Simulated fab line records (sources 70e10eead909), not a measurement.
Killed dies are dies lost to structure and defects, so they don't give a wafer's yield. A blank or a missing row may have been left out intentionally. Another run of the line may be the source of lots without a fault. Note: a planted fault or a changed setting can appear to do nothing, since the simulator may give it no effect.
Which of the tools did it? | flow nandHarc | 18 wafers from 6 lots sampled at 2 of the route's 1302 steps

== WHAT THE GAUGES SHOWED, per wafer ==
NHARC_P_STI_INSPECT_11.
lot  | measured     | on               | rawDefectCount
L777 | day 3 15:19  | defectInspect-02 | 2 4 4
L780 | day 4 23:13  | defectInspect-02 | 10 3 3
L782 | day 5 17:58  | defectInspect-01 | 6 5 9
L787 | day 7 21:11  | defectInspect-01 | 6 10 7
L794 | day 10 21:13 | defectInspect-02 | 19 19 23
L798 | day 12 09:38 | defectInspect-01 | 8 3 10

== WHICH TOOL RAN EACH LOT (tool, then ch and the chambers of the sampled wafers, then the start) ==
lot  | NHARC_P_STI_HM_DEP_30
L777 | lpcvd-01 ch 1, day 3 11:09
L780 | lpcvd-02 ch 0, day 4 19:02
L782 | lpcvd-01 ch 1, day 5 13:49
L787 | lpcvd-01 ch 0, day 7 17:02
L794 | lpcvd-01 ch 0, day 10 16:55
L798 | lpcvd-02 ch 1, day 12 05:23
- NHARC_P_STI_HM_DEP_30: deposits Si3N4, target thk 80 nm, time 873 s.

== THE ANSWER, worked out from the rows above alone ==
Rule: the usual values come from the lots themselves. Put in order of their means at a reading, lots are off if they are a third of the lots or fewer, leave a main group of 4 or more, and stand apart from it by a gap of 3 or more times the standard deviation of the main group's means; of several such gaps the widest counts. A main group is skipped when, at the precision printed for the reading in the tables above, its means are all equal. Also off: a lot with no number at a reading for which 4 or more lots have one. All remaining lots with rows at the step are treated as sound.
Off: L794, at NHARC_P_STI_INSPECT_11 (rawDefectCount). The main group has a mean of 6 with a standard deviation of 1.5.
If a tool, at a process step before that reading, ran all the lots that are off and no sound lot after the first of them, it fits. Gauges at NHARC_P_STI_INSPECT_11: tried the same way as those tools. 2 tools fit, lpcvd-01 at NHARC_P_STI_HM_DEP_30 and defectInspect-02 at NHARC_P_STI_INSPECT_11, so this cannot tell which one it is.

== WHAT THE SIMULATOR HAD INSERTED ==
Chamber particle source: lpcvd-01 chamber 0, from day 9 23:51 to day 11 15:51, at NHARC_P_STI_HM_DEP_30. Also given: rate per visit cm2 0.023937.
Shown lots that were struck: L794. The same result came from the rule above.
